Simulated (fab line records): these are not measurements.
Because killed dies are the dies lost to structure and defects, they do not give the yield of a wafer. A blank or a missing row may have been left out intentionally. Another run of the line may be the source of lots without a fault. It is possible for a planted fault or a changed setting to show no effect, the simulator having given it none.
Which tool is to blame? ; flow n5-finfet ; 24 lots with 72 wafers sampled at 6 steps, on a route of 1938 steps

## WHAT EACH GAUGE READ, for each wafer
N5_BEOL_M2_INSPECT_59: inspects for defects (darkfield).
lot;measured;on;raw-defect-count
L074;day 7 09:49;defect-inspect-02;32 35 35
L075;day 7 15:29;defect-inspect-01;68 75 49
L077;day 7 15:47;defect-inspect-01;75 47 62
L076;day 7 20:05;defect-inspect-02;79 42 60
L078;day 8 01:18;defect-inspect-02;108 99 94
L079;day 8 01:36;defect-inspect-02;87 63 40
L081;day 8 23:12;defect-inspect-02;84 66 46
L080;day 9 01:06;defect-inspect-02;84 61 74
L082;day 9 09:04;defect-inspect-02;75 70 93
L083;day 9 17:28;defect-inspect-01;95 86 81
L084;day 9 19:01;defect-inspect-01;74 97 87
L085;day 9 23:35;defect-inspect-02;51 61 68
L086;day 10 06:38;defect-inspect-02;83 126 66
L088;day 10 16:28;defect-inspect-01;114 54 54
L087;day 10 13:21;defect-inspect-02;45 46 50
L089;day 11 11:16;defect-inspect-01;68 60 52
L090;day 11 22:04;defect-inspect-01;48 47 66
L092;day 12 23:35;defect-inspect-01;34 37 54
L094;day 13 04:05;defect-inspect-02;71 56 61
L093;day 12 23:23;defect-inspect-01;57 67 59
L091;day 13 10:28;defect-inspect-02;65 50 83
L095;day 13 16:44;defect-inspect-01;88 60 63
L096;day 14 01:41;defect-inspect-01;110 84 86
L097;day 13 21:22;defect-inspect-02;62 49 40

## WHICH TOOL RAN EACH LOT (tool, then ch and the chambers of the sampled wafers, then the start)
lot;N5_BEOL_M2_ALD_98;N5_BEOL_M2_ANNEAL_87;N5_BEOL_M2_SPUTTER_88;N5_BEOL_M2_CMP_52;N5_BEOL_M2_PRE_CLEAN_60
L074;ald-sin-02 ch 0,1,3, day 6 21:14;pvd-sputter-01, day 7 07:43;pvd-sputter-01, day 7 07:51;cmp-02 ch 0,1, day 7 09:13;cvd-co-01 ch 1,2, day 7 09:33
L075;ald-sin-02 ch 0,1,2, day 7 04:09;pvd-sputter-03, day 7 13:24;pvd-sputter-03, day 7 13:32;cmp-01 ch 2,3, day 7 14:55;cvd-co-01 ch 0,1,2, day 7 15:14
L077;ald-sin-02 ch 0,2,3, day 7 04:15;pvd-sputter-01, day 7 13:41;pvd-sputter-01, day 7 13:49;cmp-02 ch 1,2,3, day 7 15:19;cvd-co-01 ch 1,2, day 7 15:32
L076;ald-sin-03 ch 0,2,3, day 7 08:28;pvd-sputter-02, day 7 17:56;pvd-sputter-02, day 7 18:05;cmp-01 ch 0,1,2, day 7 19:28;cvd-co-01 ch 1,2, day 7 19:47
L078;ald-sin-02 ch 0,2, day 7 16:36;pvd-sputter-03, day 7 23:12;pvd-sputter-03, day 7 23:20;cmp-03 ch 0,1,2, day 8 00:43;cvd-co-02 ch 0,1, day 8 01:03
L079;ald-sin-01 ch 0,2,3, day 7 18:13;pvd-sputter-01, day 7 23:27;pvd-sputter-01, day 7 23:35;cmp-01 ch 1,2,3, day 8 01:04;cvd-co-02 ch 0,1,2, day 8 01:19
L081;ald-sin-02 ch 1,2, day 8 15:22;pvd-sputter-01, day 8 21:06;pvd-sputter-01, day 8 21:14;cmp-03 ch 2,3, day 8 22:37;cvd-co-01 ch 0,2, day 8 22:57
L080;ald-sin-02 ch 0,1,2, day 8 15:27;pvd-sputter-01, day 8 22:59;pvd-sputter-01, day 8 23:07;cmp-01 ch 0,2,3, day 9 00:31;cvd-co-02 ch 0,2, day 9 00:51
L082;ald-sin-03 ch 0,3, day 9 01:55;pvd-sputter-02, day 9 06:58;pvd-sputter-02, day 9 07:06;cmp-01 ch 0,1,3, day 9 08:31;cvd-co-01 ch 0,1, day 9 08:49
L083;ald-sin-02 ch 1,2, day 9 02:05;pvd-sputter-03, day 9 14:37;pvd-sputter-03, day 9 14:45;cmp-03 ch 0,1,3, day 9 16:53;cvd-co-01 ch 0,2, day 9 17:13
L084;ald-sin-03 ch 1,2,3, day 9 02:08;pvd-sputter-03, day 9 16:53;pvd-sputter-03, day 9 17:02;cmp-03 ch 1,2,3, day 9 18:29;cvd-co-01 ch 1,2, day 9 18:44
L085;ald-sin-01 ch 0,1,3, day 9 07:04;pvd-sputter-02, day 9 21:28;pvd-sputter-02, day 9 21:36;cmp-02 ch 0,1,3, day 9 22:58;cvd-co-01 ch 0,1, day 9 23:18
L086;ald-sin-01 ch 1,2,3, day 9 16:35;pvd-sputter-02, day 10 04:31;pvd-sputter-02, day 10 04:40;cmp-01 ch 0,1,2, day 10 06:02;cvd-co-01 ch 0,2, day 10 06:23
L088;ald-sin-01 ch 1,2,3, day 10 04:26;pvd-sputter-01, day 10 14:20;pvd-sputter-01, day 10 14:28;cmp-01 ch 0,2,3, day 10 15:52;cvd-co-02 ch 0,1,2, day 10 16:11
L087;ald-sin-01 ch 0,1,3, day 10 05:02;pvd-sputter-03, day 10 10:52;pvd-sputter-03, day 10 11:02;cmp-02 ch 0,1,3, day 10 12:46;cvd-co-01 ch 1,2, day 10 13:06
L089;ald-sin-01 ch 0,2,3, day 10 22:49;pvd-sputter-03, day 11 09:06;pvd-sputter-03, day 11 09:14;cmp-02 ch 0,1, day 11 10:41;cvd-co-01 ch 0,2, day 11 11:01
L090;ald-sin-01 ch 0,1, day 11 13:39;pvd-sputter-01, day 11 19:53;pvd-sputter-01, day 11 20:02;cmp-02 ch 1,2, day 11 21:31;cvd-co-01 ch 1,2, day 11 21:49
L092;ald-sin-03 ch 0,2,3, day 11 23:11;pvd-sputter-02, day 12 21:29;pvd-sputter-02, day 12 21:38;cmp-01 ch 0,2, day 12 23:00;cvd-co-01 ch 0,1, day 12 23:20
L094;ald-sin-01 ch 0,1,2, day 12 11:14;pvd-sputter-01, day 13 01:59;pvd-sputter-01, day 13 02:08;cmp-03 ch 0,1,3, day 13 03:30;cvd-co-02 ch 0,1,2, day 13 03:50
L093;ald-sin-02 ch 0,3, day 12 14:10;pvd-sputter-03, day 12 21:17;pvd-sputter-03, day 12 21:25;cmp-03 ch 0,2,3, day 12 22:52;cvd-co-02 ch 1,2, day 12 23:08
L091;ald-sin-01 ch 1,3, day 12 20:20;pvd-sputter-02, day 13 08:22;pvd-sputter-02, day 13 08:31;cmp-03 ch 1,2, day 13 09:53;cvd-co-01 ch 0,2, day 13 10:13
L095;ald-sin-03 ch 0,1,2, day 12 21:26;pvd-sputter-02, day 13 14:38;pvd-sputter-02, day 13 14:47;cmp-01 ch 1,2, day 13 16:11;cvd-co-01 ch 0,1,2, day 13 16:30
L096;ald-sin-02 ch 1,3, day 12 23:31;pvd-sputter-02, day 13 23:36;pvd-sputter-02, day 13 23:44;cmp-02 ch 0,2, day 14 01:07;cvd-co-02 ch 0,1,2, day 14 01:26
L097;ald-sin-01 ch 0,1,3, day 13 04:10;pvd-sputter-03, day 13 19:11;pvd-sputter-03, day 13 19:19;cmp-03 ch 0,1, day 13 20:44;cvd-co-02 ch 0,1,2, day 13 21:07
- N5_BEOL_M2_ALD_98: deposits SiO2, target thk 2.5 nm, pulse time 1 s, co reactant pulse time 1 s.
- N5_BEOL_M2_ANNEAL_87: time 240 s.
- N5_BEOL_M2_SPUTTER_88: material Cu, target thk 4.5 nm, time 8.29 s.
- N5_BEOL_M2_CMP_52: polishes, stops on SiOC, t overpolish 6.8 s, target thk 40 nm.
- N5_BEOL_M2_PRE_CLEAN_60: time 15 s.

## WHAT THE TOOLS THEMSELVES READ (means of the sampled wafers that have a number; where no wafer has one, the mark that the record gives instead)
N5_BEOL_M2_ALD_98.
lot;tool;heater-power-w (W);precursor-pulse-height-rel
L074;ald-sin-02;78;1.004
L075;ald-sin-02;86;0.971
L077;ald-sin-02;84;0.984
L076;ald-sin-03;71;1.003
L078;ald-sin-02;93;0.987
L079;ald-sin-01;73;0.983
L081;ald-sin-02;86;0.969
L080;ald-sin-02;87;1.034
L082;ald-sin-03;68;1.009
L083;ald-sin-02;94;1.011
L084;ald-sin-03;74;1.015
L085;ald-sin-01;77;1.002
L086;ald-sin-01;77;1.022
L088;ald-sin-01;77;1.019
L087;ald-sin-01;80;1.012
L089;ald-sin-01;73;1.009
L090;ald-sin-01;75;1.014
L092;ald-sin-03;70;0.986
L094;ald-sin-01;75;1.009
L093;ald-sin-02;77;0.988
L091;ald-sin-01;83;1.021
L095;ald-sin-03;73;1.006
L096;ald-sin-02;79;1.004
L097;ald-sin-01;78;1.006

N5_BEOL_M2_ANNEAL_87.
lot;tool;heater-power-w (W)
L074;pvd-sputter-01;835
L075;pvd-sputter-03;872
L077;pvd-sputter-01;933
L076;pvd-sputter-02;932
L078;pvd-sputter-03;952
L079;pvd-sputter-01;841
L081;pvd-sputter-01;858
L080;pvd-sputter-01;932
L082;pvd-sputter-02;923
L083;pvd-sputter-03;870
L084;pvd-sputter-03;886
L085;pvd-sputter-02;976
L086;pvd-sputter-02;933
L088;pvd-sputter-01;862
L087;pvd-sputter-03;789
L089;pvd-sputter-03;876
L090;pvd-sputter-01;819
L092;pvd-sputter-02;960
L094;pvd-sputter-01;807
L093;pvd-sputter-03;889
L091;pvd-sputter-02;964
L095;pvd-sputter-02;939
L096;pvd-sputter-02;965
L097;pvd-sputter-03;875

N5_BEOL_M2_SPUTTER_88.
lot;tool;chuck-sensor-temp-C (C);throttle-valve-pct (%)
L074;pvd-sputter-01;-17.1;29.6
L075;pvd-sputter-03;-16.3;30.7
L077;pvd-sputter-01;-15.9;29.5
L076;pvd-sputter-02;-15.7;30.3
L078;pvd-sputter-03;-17.1;30.4
L079;pvd-sputter-01;-16.0;29.1
L081;pvd-sputter-01;-16.0;29.0
L080;pvd-sputter-01;-16.0;29.3
L082;pvd-sputter-02;-15.7;30.0
L083;pvd-sputter-03;-16.7;29.8
L084;pvd-sputter-03;-16.4;30.8
L085;pvd-sputter-02;-15.7;30.0
L086;pvd-sputter-02;-15.9;29.9
L088;pvd-sputter-01;-16.1;29.1
L087;pvd-sputter-03;-15.8;30.2
L089;pvd-sputter-03;-16.2;30.9
L090;pvd-sputter-01;-16.7;29.0
L092;pvd-sputter-02;-15.9;29.6
L094;pvd-sputter-01;-16.6;29.3
L093;pvd-sputter-03;-16.1;31.9
L091;pvd-sputter-02;-15.8;29.9
L095;pvd-sputter-02;-15.9;29.7
L096;pvd-sputter-02;-16.1;29.0
L097;pvd-sputter-03;-16.4;30.8

N5_BEOL_M2_CMP_52.
lot;tool;barrier-field-endpoint-s (s);motor-current-A (A);overpolish-run-s (s);pad-life-wafers;platen-rpm (rpm);slurry-filter-dp-kPa (kPa);time-to-endpoint-s (s)
L074;cmp-02;25.3;6.1;6.803;300;50.028;13.37;66.6
L075;cmp-01;25.1;5.2;6.802;858;49.995;13.46;65.5
L077;cmp-02;24.8;5.9;6.799;357;49.991;13.56;66.5
L076;cmp-01;25.1;5.5;6.806;902;50.002;13.61;64.9
L078;cmp-03;24.6;5.9;6.800;1562;49.997;13.49;61.6
L079;cmp-01;24.8;5.6;6.802;950;50.006;13.46;62.4
L081;cmp-03;24.5;6.8;6.810;1716;49.990;13.47;62.1
L080;cmp-01;24.2;4.9;6.796;1147;50.008;13.60;61.9
L082;cmp-01;24.0;5.3;6.792;1184;49.998;13.56;62.8
L083;cmp-03;24.0;5.7;6.800;1825;49.998;13.61;60.9
L084;cmp-03;25.1;6.2;6.799;1838;49.987;13.35;62.2
L085;cmp-02;24.9;5.7;6.808;745;50.037;13.37;64.7
L086;cmp-01;24.3;5.7;6.803;1375;49.980;13.52;61.5
L088;cmp-01;24.4;5.0;6.798;1472;49.992;13.45;62.9
L087;cmp-02;24.9;5.7;6.800;866;49.990;13.37;64.8
L089;cmp-02;24.4;5.9;6.792;1068;50.002;13.60;63.0
L090;cmp-02;24.9;6.3;6.804;1178;50.027;13.41;67.1
L092;cmp-01;24.1;5.3;6.796;1837;49.984;13.43;60.4
L094;cmp-03;24.2;5.5;6.802;253;50.014;13.54;62.9
L093;cmp-03;24.4;6.0;6.806;224;50.004;13.47;63.8
L091;cmp-03;24.8;6.2;6.800;312;50.008;13.52;64.1
L095;cmp-01;25.1;5.8;6.798;1987;49.985;13.38;64.8
L096;cmp-02;24.2;5.8;6.799;1441;49.995;13.51;63.3
L097;cmp-03;24.6;5.2;6.785;422;49.993;13.59;61.8

N5_BEOL_M2_PRE_CLEAN_60.
lot;tool;heater-power-w (W)
L074;cvd-co-01;46
L075;cvd-co-01;77
L077;cvd-co-01;47
L076;cvd-co-01;43
L078;cvd-co-02;94
L079;cvd-co-02;79
L081;cvd-co-01;112
L080;cvd-co-02;69
L082;cvd-co-01;74
L083;cvd-co-01;83
L084;cvd-co-01;48
L085;cvd-co-01;74
L086;cvd-co-01;83
L088;cvd-co-02;80
L087;cvd-co-01;43
L089;cvd-co-01;82
L090;cvd-co-01;47
L092;cvd-co-01;75
L094;cvd-co-02;82
L093;cvd-co-02;93
L091;cvd-co-01;115
L095;cvd-co-01;78
L096;cvd-co-02;81
L097;cvd-co-02;81

## THE ANSWER, worked out from the rows above alone
Rule: the usual values come from the lots themselves. The widest of any qualifying gaps counts: lots, ordered by their means at a reading, are off when they make up no more than a third of the lots, leave a main group of 4 or more, and stand apart from it by 3 or more times the standard deviation of that group's means. The tables above print the reading to a certain number of digits; a main group whose means all agree to those digits is not used. Also off: a lot with no number at a reading for which 4 or more lots have one. Any other lot the step has rows for is counted as sound. Order of review: gauges by route order, followed by the tools' own readings, for which a lot's mean as printed above is used. The first step at which some lot is off is used, and at that step the reading that is off furthest; a lot without a number counts as furthest.
Nothing can be told from this: no lot is off at any reading shown.

## WHAT HAD BEEN PUT IN BY THE SIMULATOR
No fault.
